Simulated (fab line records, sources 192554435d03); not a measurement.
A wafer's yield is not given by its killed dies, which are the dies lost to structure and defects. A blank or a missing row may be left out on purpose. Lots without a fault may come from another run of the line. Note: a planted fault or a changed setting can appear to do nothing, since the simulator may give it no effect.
Chamber matching    flow n5-finfet    N5_BEOL_M2_ETCH_69 on rie-diel-03 has 4 sister chambers
The step etches SiARC in CF4, target depth 15.6 nm, time 26 s. 24 wafers are shown with their chamber, then 12 later ones without.

## WAFERS, EACH WITH ITS CHAMBER
wafer   chamber  showerhead-plenum-p-Torr (Torr)  drypump-motor-current-A (A)  oes-product-au (a.u.)
L077.2  0        2.12                             5.53                         0.60
L077.3  1        2.06                             5.78                         0.69
L077.5  3        2.06                             5.68                         0.67
L076.2  1        2.06                             5.78                         0.69
L076.4  2        2.21                             5.97                         0.62
L076.6  2        2.21                             5.95                         0.62
L078.2  0        2.11                             5.50                         0.60
L078.4  3        2.06                             5.65                         0.66
L078.5  1        2.06                             5.77                         0.68
L079.4  1        2.06                             5.78                         0.68
L079.5  2        2.21                             5.95                         0.62
L079.6  3        2.06                             5.63                         0.67
L080.2  1        2.06                             5.78                         0.68
L080.4  0        2.11                             5.54                         0.60
L080.5  2        2.21                             5.99                         0.62
L084.1  3        2.06                             5.68                         0.66
L084.4  3        2.06                             5.67                         0.65
L084.5  1        2.06                             5.78                         0.68
L085.2  2        2.21                             5.96                         0.61
L085.3  0        2.11                             5.52                         0.60
L085.4  3        2.06                             5.66                         0.65
L088.2  1        2.06                             5.78                         0.68
L088.5  0        2.11                             5.52                         0.61
L088.6  1        2.06                             5.78                         0.67

SIGNATURES, as means of the wafers listed above
reading                   chamber 0  chamber 1  chamber 2  chamber 3  scatter within a chamber
showerhead-plenum-p-Torr  2.1120     2.0600     2.2100     2.0600     0.002
drypump-motor-current-A   5.5220     5.7788     5.9640     5.6617     0.0141
oes-product-au            0.6020     0.6813     0.6180     0.6600     0.00651
Rule: a wafer's distance from a chamber is the root of the sum, over the readings, of the square of ((its reading less the chamber's mean) divided by the reading's scatter). If the next closest chamber is less than 2 further off than the closest, the wafer can't be placed; otherwise it belongs to the closest. The scatter: take each reading less its chamber's mean, square it, sum over the shown wafers, divide by the number of wafers less the number of chambers, and take the root.

## WAFERS WITHOUT THEIR CHAMBER
wafer   showerhead-plenum-p-Torr (Torr)  drypump-motor-current-A (A)  oes-product-au (a.u.)
L089.1  2.06                             5.67                         0.66
L089.2  2.06                             5.76                         0.68
L089.4  2.11                             5.51                         0.60
L092.1  2.05                             5.77                         0.66
L092.2  2.20                             5.95                         0.60
L092.3  2.11                             5.52                         0.59
L092.4  2.11                             5.51                         0.59
L092.5  2.20                             5.98                         0.60
L092.6  2.06                             5.78                         0.67
L097.4  2.06                             5.67                         0.65
L097.5  2.05                             5.79                         0.65
L097.6  2.10                             5.53                         0.59

## EACH ONE'S CHAMBER
wafer   from the rows above  in truth
L089.1  3                    3
L089.2  1                    1
L089.4  0                    0
L092.1  1                    1
L092.2  2                    2
L092.3  0                    0
L092.4  0                    0
L092.5  2                    2
L092.6  1                    1
L097.4  3                    3
L097.5  1                    1
L097.6  0                    0
Placed correctly: 12 of 12. Can't be placed from these rows: 0. Placed wrongly: 0.
